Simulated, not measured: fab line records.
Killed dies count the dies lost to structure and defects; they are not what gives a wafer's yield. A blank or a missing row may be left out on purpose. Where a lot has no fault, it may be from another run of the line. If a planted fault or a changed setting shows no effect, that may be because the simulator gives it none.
What tool caused it? :: flow n5 finfet :: 24 lots, 72 wafers sampled, at 4 steps of a route of 1938

WHAT THE GAUGES SHOWED, per wafer
N5_BEOL_M10_CD_MEAS_28: target cd 70 nm. Usual: 70.0 nm for cd nm, sd 0.95.
lot: L074
measured: day 10 05:12
on: cd sem-02
cd nm (nm): 69.3 68.8 69.8
flag: 

lot: L075
measured: day 10 11:29
on: cd sem-02
cd nm (nm): 71.5 70.4 70.7
flag: 

lot: L076
measured: day 11 00:06
on: cd sem-03
cd nm (nm): 69.0 69.1 68.8
flag: 

lot: L080
measured: day 11 10:15
on: cd sem-01
cd nm (nm): 70.0 70.9 70.7
flag: 

lot: L077
measured: day 11 10:25
on: cd sem-03
cd nm (nm): 69.9 70.5 69.4
flag: 

lot: L079
measured: day 11 11:04
on: cd sem-03
cd nm (nm): 71.0 69.7 70.3
flag: 

lot: L081
measured: day 11 11:14
on: cd sem-02
cd nm (nm): 70.0 69.9 70.3
flag: 

lot: L078
measured: day 11 19:45
on: cd sem-01
cd nm (nm): 69.1 69.2 69.5
flag: 

lot: L082
measured: day 11 23:25
on: cd sem-01
cd nm (nm): 70.9 70.3 70.2
flag: 

lot: L083
measured: day 12 09:40
on: cd sem-03
cd nm (nm): 70.2 69.6 69.3
flag: 

lot: L084
measured: day 12 17:56
on: cd sem-03
cd nm (nm): 70.3 70.9 69.7
flag: 

lot: L085
measured: day 13 11:13
on: cd sem-03
cd nm (nm): 68.8 68.6 68.7
flag: 

lot: L087
measured: day 13 11:23
on: cd sem-01
cd nm (nm): 69.3 70.4 71.2
flag: 

lot: L086
measured: day 13 17:25
on: cd sem-02
cd nm (nm): 68.7 70.2 69.1
flag: 

lot: L089
measured: day 13 20:32
on: cd sem-01
cd nm (nm): 70.1 69.6 71.1
flag: 

lot: L091
measured: day 13 23:06
on: cd sem-02
cd nm (nm): 69.1 70.2 69.6
flag: 

lot: L088
measured: day 14 02:55
on: cd sem-01
cd nm (nm): 69.7 71.7 71.5
flag: 

lot: L090
measured: day 14 02:57
on: cd sem-03
cd nm (nm): 70.0 68.3 70.9
flag: 

lot: L093
measured: day 14 09:46
on: cd sem-01
cd nm (nm): 70.2 69.9 69.1
flag: 

lot: L092
measured: day 14 22:51
on: cd sem-02
cd nm (nm): 68.7 69.6 70.0
flag: 

lot: L094
measured: day 15 07:05
on: cd sem-01
cd nm (nm): 69.7 69.6 69.1
flag: 

lot: L096
measured: day 16 02:55
on: cd sem-01
cd nm (nm): 70.5 71.2 71.0
flag: 

lot: L097
measured: day 16 07:13
on: cd sem-02
cd nm (nm): 71.3 72.1 70.9
flag: 

lot: L095
measured: day 16 07:22
on: cd sem-02
cd nm (nm): 70.9 71.4 71.0
flag: 

N5_BEOL_M10_OVL_MEAS_29. Usual: V9_OVL 0.0 nm, standard deviation 0.74.
lot: L074
measured: day 10 05:14
on: overlay-01
V9_OVL (nm): 0.8 0.9 0.2
flag: 

lot: L075
measured: day 10 11:31
on: overlay-02
V9_OVL (nm): 0.2 0.2 0.8
flag: 

lot: L076
measured: day 11 00:08
on: overlay-02
V9_OVL (nm): 1.2 0.0 0.0
flag: 

lot: L080
measured: day 11 10:17
on: overlay-02
V9_OVL (nm): -1.0 -0.4 -1.1
flag: 

lot: L077
measured: day 11 10:27
on: overlay-02
V9_OVL (nm): -0.4 0.0 -0.1
flag: 

lot: L079
measured: day 11 11:05
on: overlay-02
V9_OVL (nm): 0.8 0.6 -1.0
flag: 

lot: L081
measured: day 11 11:16
on: overlay-02
V9_OVL (nm): -1.3 -0.4 -0.3
flag: 

lot: L078
measured: day 11 19:47
on: overlay-02
V9_OVL (nm): -1.1 0.1 0.5
flag: 

lot: L082
measured: day 11 23:27
on: overlay-02
V9_OVL (nm): 0.8 0.6 -0.5
flag: 

lot: L083
measured: day 12 09:41
on: overlay-02
V9_OVL (nm): -0.5 0.6 -0.1
flag: 

lot: L084
measured: day 12 17:57
on: overlay-01
V9_OVL (nm): 0.1 -1.1 -1.1
flag: 

lot: L085
measured: day 13 11:15
on: overlay-01
V9_OVL (nm): -1.2 -1.4 -1.2
flag: 

lot: L087
measured: day 13 11:25
on: overlay-02
V9_OVL (nm): 0.6 0.5 0.2
flag: 

lot: L086
measured: day 13 17:26
on: overlay-01
V9_OVL (nm): 0.6 -0.3 0.4
flag: 

lot: L089
measured: day 13 20:34
on: overlay-01
V9_OVL (nm): 0.0 1.3 0.2
flag: 

lot: L091
measured: day 13 23:08
on: overlay-01
V9_OVL (nm): -0.1 -0.8 0.8
flag: 

lot: L088
measured: day 14 02:56
on: overlay-01
V9_OVL (nm): -0.2 0.0 0.8
flag: 

lot: L090
measured: day 14 02:59
on: overlay-01
V9_OVL (nm): 1.3 0.3 1.1
flag: 

lot: L093
measured: day 14 09:47
on: overlay-02
V9_OVL (nm): -0.7 -0.8 -0.7
flag: 

lot: L092
measured: day 14 22:53
on: overlay-01
V9_OVL (nm): -0.8 1.5 0.0
flag: 

lot: L094
measured: day 15 07:07
on: overlay-02
V9_OVL (nm): -0.2 -0.1 -1.2
flag: 

lot: L096
measured: day 16 02:56
on: overlay-02
V9_OVL (nm): 0.2 0.1 -0.6
flag: 

lot: L097
measured: day 16 07:14
on: overlay-01
V9_OVL (nm): 1.3 0.9 0.9
flag: 

lot: L095
measured: day 16 07:24
on: overlay-02
V9_OVL (nm): -0.5 -1.1 0.2
flag: 

N5_BEOL_M11_CD_MEAS_28: target cd 70 nm. Usual: 70.3 nm for cd nm, sd 0.87.
lot: L074
measured: day 10 13:32
on: cd sem-02
cd nm (nm): 69.1 68.8 69.9
flag: 

lot: L075
measured: day 10 20:31
on: cd sem-02
cd nm (nm): 71.9 71.5 71.4
flag: 

lot: L076
measured: day 11 11:24
on: cd sem-02
cd nm (nm): 70.8 70.1 70.5
flag: 

lot: L080
measured: day 11 19:41
on: cd sem-02
cd nm (nm): 70.2 70.4 69.8
flag: 

lot: L077
measured: day 11 19:31
on: cd sem-01
cd nm (nm): 69.6 70.7 69.1
flag: 

lot: L079
measured: day 11 19:52
on: cd sem-02
cd nm (nm): 70.1 70.9 70.1
flag: 

lot: L081
measured: day 12 00:59
on: cd sem-02
cd nm (nm): 70.0 71.8 69.3
flag: 

lot: L078
measured: day 12 02:25
on: cd sem-03
cd nm (nm): 68.8 69.7 70.5
flag: 

lot: L082
measured: day 12 09:44
on: cd sem-01
cd nm (nm): 70.5 70.1 68.8
flag: 

lot: L083
measured: day 12 17:55
on: cd sem-01
cd nm (nm): 69.6 69.5 70.8
flag: 

lot: L084
measured: day 13 01:32
on: cd sem-02
cd nm (nm): 71.4 70.5 71.7
flag: 

lot: L085
measured: day 13 17:10
on: cd sem-03
cd nm (nm): 71.2 70.9 71.3
flag: 

lot: L087
measured: day 13 20:25
on: cd sem-01
cd nm (nm): 70.7 71.5 71.7
flag: 

lot: L086
measured: day 14 03:05
on: cd sem-01
cd nm (nm): 71.3 69.9 70.7
flag: 

lot: L089
measured: day 14 03:02
on: cd sem-03
cd nm (nm): 70.7 69.9 70.6
flag: 

lot: L091
measured: day 14 07:19
on: cd sem-02
cd nm (nm): 70.3 70.6 70.8
flag: 

lot: L088
measured: day 14 11:52
on: cd sem-03
cd nm (nm): 70.2 70.8 71.4
flag: 

lot: L090
measured: day 14 09:40
on: cd sem-03
cd nm (nm): 69.4 68.7 69.5
flag: 

lot: L093
measured: day 14 16:59
on: cd sem-01
cd nm (nm): 70.8 71.2 70.7
flag: 

lot: L092
measured: day 15 14:20
on: cd sem-03
cd nm (nm): 71.2 70.9 70.3
flag: 

lot: L094
measured: day 15 15:39
on: cd sem-02
cd nm (nm): 70.4 69.2 70.1
flag: 

lot: L096
measured: day 16 11:49
on: cd sem-02
cd nm (nm): 69.6 68.2 69.7
flag: 

lot: L097
measured: day 16 14:17
on: cd sem-01
cd nm (nm): 70.8 70.9 69.8
flag: 

lot: L095
measured: day 16 14:14
on: cd sem-03
cd nm (nm): 69.8 71.6 70.3
flag: 

TOOL THAT RAN EACH LOT (tool first, then ch and the chambers of the sampled wafers, then the start)
lot: L074
N5_BEOL_M11_ETCH_61: rie diel-01 ch 1,2,3, day 10 12:38

lot: L075
N5_BEOL_M11_ETCH_61: rie diel-02 ch 0,1,3, day 10 18:31

lot: L076
N5_BEOL_M11_ETCH_61: rie diel-01 ch 0,2, day 11 07:44

lot: L080
N5_BEOL_M11_ETCH_61: rie diel-01 ch 0,2, day 11 17:02

lot: L077
N5_BEOL_M11_ETCH_61: rie diel-02 ch 0,1, day 11 17:13

lot: L079
N5_BEOL_M11_ETCH_61: rie diel-01 ch 0,1,3, day 11 17:31

lot: L081
N5_BEOL_M11_ETCH_61: rie diel-02 ch 0,1,3, day 11 21:17

lot: L078
N5_BEOL_M11_ETCH_61: rie diel-01 ch 0,1,3, day 12 01:20

lot: L082
N5_BEOL_M11_ETCH_61: rie diel-02 ch 1,2,3, day 12 07:28

lot: L083
N5_BEOL_M11_ETCH_61: rie diel-01 ch 0,3, day 12 15:44

lot: L084
N5_BEOL_M11_ETCH_61: rie diel-03 ch 1,2,3, day 12 23:02

lot: L085
N5_BEOL_M11_ETCH_61: rie diel-01 ch 0,2,3, day 13 16:08

lot: L087
N5_BEOL_M11_ETCH_61: rie diel-01 ch 0,3, day 13 17:34

lot: L086
N5_BEOL_M11_ETCH_61: rie diel-01 ch 0,2,3, day 14 00:32

lot: L089
N5_BEOL_M11_ETCH_61: rie diel-02 ch 0,2,3, day 14 01:46

lot: L091
N5_BEOL_M11_ETCH_61: rie diel-02 ch 0,2,3, day 14 05:17

lot: L088
N5_BEOL_M11_ETCH_61: rie diel-01 ch 2,3, day 14 09:51

lot: L090
N5_BEOL_M11_ETCH_61: rie diel-02 ch 0,2,3, day 14 08:47

lot: L093
N5_BEOL_M11_ETCH_61: rie diel-01 ch 0,2, day 14 16:05

lot: L092
N5_BEOL_M11_ETCH_61: rie diel-02 ch 0,2,3, day 15 13:11

lot: L094
N5_BEOL_M11_ETCH_61: rie diel-03 ch 0,2,3, day 15 13:14

lot: L096
N5_BEOL_M11_ETCH_61: rie diel-03 ch 1,3, day 16 08:58

lot: L097
N5_BEOL_M11_ETCH_61: rie diel-03 ch 0,1, day 16 13:25

lot: L095
N5_BEOL_M11_ETCH_61: rie diel-02 ch 0,2,3, day 16 13:23
- N5_BEOL_M11_ETCH_61: etches SiARC in CF4, target depth 39 nm, time 65 s.

WHAT THE TOOLS THEMSELVES READ (means of the sampled wafers that have a number; where no wafer has one, the mark that the record gives instead)
N5_BEOL_M11_ETCH_61. Usual: drypump motor current A 5.5 A, standard deviation 0.5; etch rf on time s 65.1 s, standard deviation 1.5; mfc ar sccm 100.00 sccm, standard deviation 0.28; oes product au 0.65 a.u., standard deviation 0.061; rf vpp V 184.4 V, standard deviation 1.4; showerhead plenum p Torr 2.16 Torr, standard deviation 0.088; throttle valve pct 15.74 %, standard deviation 0.21.
lot: L074
tool: rie diel-01
drypump motor current A (A): 5.3
etch rf on time s (s): 64.0
mfc ar sccm (sccm): 99.83
oes product au (a.u.): 0.71
rf vpp V (V): 184.9
showerhead plenum p Torr (Torr): 2.21
throttle valve pct (%): 15.67
flag: 

lot: L075
tool: rie diel-02
drypump motor current A (A): 5.3
etch rf on time s (s): 65.3
mfc ar sccm (sccm): 100.07
oes product au (a.u.): 0.64
rf vpp V (V): 183.9
showerhead plenum p Torr (Torr): 2.14
throttle valve pct (%): 15.60
flag: 

lot: L076
tool: rie diel-01
drypump motor current A (A): 5.2
etch rf on time s (s): 63.9
mfc ar sccm (sccm): 99.98
oes product au (a.u.): 0.72
rf vpp V (V): 185.5
showerhead plenum p Torr (Torr): 2.24
throttle valve pct (%): 15.58
flag: 

lot: L080
tool: rie diel-01
drypump motor current A (A): 5.3
etch rf on time s (s): 64.1
mfc ar sccm (sccm): 99.74
oes product au (a.u.): 0.71
rf vpp V (V): 185.2
showerhead plenum p Torr (Torr): 2.24
throttle valve pct (%): 15.58
flag: 

lot: L077
tool: rie diel-02
drypump motor current A (A): 5.0
etch rf on time s (s): 66.9
mfc ar sccm (sccm): 99.94
oes product au (a.u.): 0.59
rf vpp V (V): 182.3
showerhead plenum p Torr (Torr): 2.07
throttle valve pct (%): 15.56
flag: 

lot: L079
tool: rie diel-01
drypump motor current A (A): 5.7
etch rf on time s (s): 65.3
mfc ar sccm (sccm): 100.00
oes product au (a.u.): 0.64
rf vpp V (V): 185.0
showerhead plenum p Torr (Torr): 2.20
throttle valve pct (%): 15.82
flag: 

lot: L081
tool: rie diel-02
drypump motor current A (A): 5.3
etch rf on time s (s): 66.6
mfc ar sccm (sccm): 99.91
oes product au (a.u.): 0.63
rf vpp V (V): 184.3
showerhead plenum p Torr (Torr): 2.14
throttle valve pct (%): 15.62
flag: 

lot: L078
tool: rie diel-01
drypump motor current A (A): 5.7
etch rf on time s (s): 64.7
mfc ar sccm (sccm): 100.38
oes product au (a.u.): 0.65
rf vpp V (V): 185.4
showerhead plenum p Torr (Torr): 2.20
throttle valve pct (%): 15.80
flag: 

lot: L082
tool: rie diel-02
drypump motor current A (A): 5.5
etch rf on time s (s): 65.6
mfc ar sccm (sccm): 100.23
oes product au (a.u.): 0.65
rf vpp V (V): 183.7
showerhead plenum p Torr (Torr): 2.09
throttle valve pct (%): 15.64
flag: 

lot: L083
tool: rie diel-01
drypump motor current A (A): 5.5
etch rf on time s (s): 64.6
mfc ar sccm (sccm): 100.30
oes product au (a.u.): 0.62
rf vpp V (V): 183.5
showerhead plenum p Torr (Torr): 2.16
throttle valve pct (%): 15.86
flag: 

lot: L084
tool: rie diel-03
drypump motor current A (A): 5.8
etch rf on time s (s): 66.3
mfc ar sccm (sccm): 99.94
oes product au (a.u.): 0.61
rf vpp V (V): 185.2
showerhead plenum p Torr (Torr): 2.19
throttle valve pct (%): 15.71
flag: 

lot: L085
tool: rie diel-01
drypump motor current A (A): 5.4
etch rf on time s (s): 64.0
mfc ar sccm (sccm): 99.72
oes product au (a.u.): 0.66
rf vpp V (V): 184.6
showerhead plenum p Torr (Torr): 2.19
throttle valve pct (%): 15.73
flag: 

lot: L087
tool: rie diel-01
drypump motor current A (A): 5.5
etch rf on time s (s): 63.6
mfc ar sccm (sccm): 99.85
oes product au (a.u.): 0.61
rf vpp V (V): 184.0
showerhead plenum p Torr (Torr): 2.15
throttle valve pct (%): 15.86
flag: 

lot: L086
tool: rie diel-01
drypump motor current A (A): 5.4
etch rf on time s (s): 63.9
mfc ar sccm (sccm): 100.03
oes product au (a.u.): 0.65
rf vpp V (V): 185.1
showerhead plenum p Torr (Torr): 2.19
throttle valve pct (%): 15.74
flag: 

lot: L089
tool: rie diel-02
drypump motor current A (A): 5.7
etch rf on time s (s): 65.4
mfc ar sccm (sccm): 100.21
oes product au (a.u.): 0.64
rf vpp V (V): 184.3
showerhead plenum p Torr (Torr): 2.12
throttle valve pct (%): 15.82
flag: 

lot: L091
tool: rie diel-02
drypump motor current A (A): 5.7
etch rf on time s (s): 65.0
mfc ar sccm (sccm): 100.28
oes product au (a.u.): 0.64
rf vpp V (V): 183.6
showerhead plenum p Torr (Torr): 2.12
throttle valve pct (%): 15.83
flag: 

lot: L088
tool: rie diel-01
drypump motor current A (A): 4.9
etch rf on time s (s): 62.7
mfc ar sccm (sccm): 99.99
oes product au (a.u.): 0.70
rf vpp V (V): 184.7
showerhead plenum p Torr (Torr): 2.21
throttle valve pct (%): 15.62
flag: 

lot: L090
tool: rie diel-02
drypump motor current A (A): 5.7
etch rf on time s (s): 64.5
mfc ar sccm (sccm): 100.05
oes product au (a.u.): 0.65
rf vpp V (V): 184.0
showerhead plenum p Torr (Torr): 2.12
throttle valve pct (%): 15.83
flag: 

lot: L093
tool: rie diel-01
drypump motor current A (A): 5.3
etch rf on time s (s): 64.6
mfc ar sccm (sccm): 100.08
oes product au (a.u.): 0.68
rf vpp V (V): 184.6
showerhead plenum p Torr (Torr): 2.23
throttle valve pct (%): 15.62
flag: 

lot: L092
tool: rie diel-02
drypump motor current A (A): 5.7
etch rf on time s (s): 66.0
mfc ar sccm (sccm): 99.95
oes product au (a.u.): 0.63
rf vpp V (V): 184.0
showerhead plenum p Torr (Torr): 2.11
throttle valve pct (%): 15.86
flag: 

lot: L094
tool: rie diel-03
drypump motor current A (A): 5.8
etch rf on time s (s): 65.9
mfc ar sccm (sccm): 99.88
oes product au (a.u.): 0.61
rf vpp V (V): 183.8
showerhead plenum p Torr (Torr): 2.18
throttle valve pct (%): 15.79
flag: 

lot: L096
tool: rie diel-03
drypump motor current A (A): 5.6
etch rf on time s (s): 67.0
mfc ar sccm (sccm): 99.92
oes product au (a.u.): 0.60
rf vpp V (V): 184.9
showerhead plenum p Torr (Torr): 2.19
throttle valve pct (%): 15.81
flag: 

lot: L097
tool: rie diel-03
drypump motor current A (A): 5.2
etch rf on time s (s): 65.5
mfc ar sccm (sccm): 100.11
oes product au (a.u.): 0.59
rf vpp V (V): 182.5
showerhead plenum p Torr (Torr): 2.12
throttle valve pct (%): 15.99
flag: 

lot: L095
tool: rie diel-02
drypump motor current A (A): 5.7
etch rf on time s (s): 65.8
mfc ar sccm (sccm): 100.15
oes product au (a.u.): 0.62
rf vpp V (V): 184.1
showerhead plenum p Torr (Torr): 2.11
throttle valve pct (%): 15.87
flag: 

THE ANSWER, worked out from the rows above alone
Rule: a lot is off if the mean of its wafers that have a number lies more than 3 standard deviations from the usual mean. Also off: a lot with no number at a reading for which 4 or more lots have one. Any other lot the step has rows for is counted as sound. The gauges are gone through in route order, then the tools' own readings, and for those a lot's mean is taken as printed above. At the first step where some lot is off, the reading lying furthest off is the one used; lots without a number count as furthest.
Nothing can be told from this: no lot is off at any reading shown.

WHAT HAD BEEN PUT IN BY THE SIMULATOR
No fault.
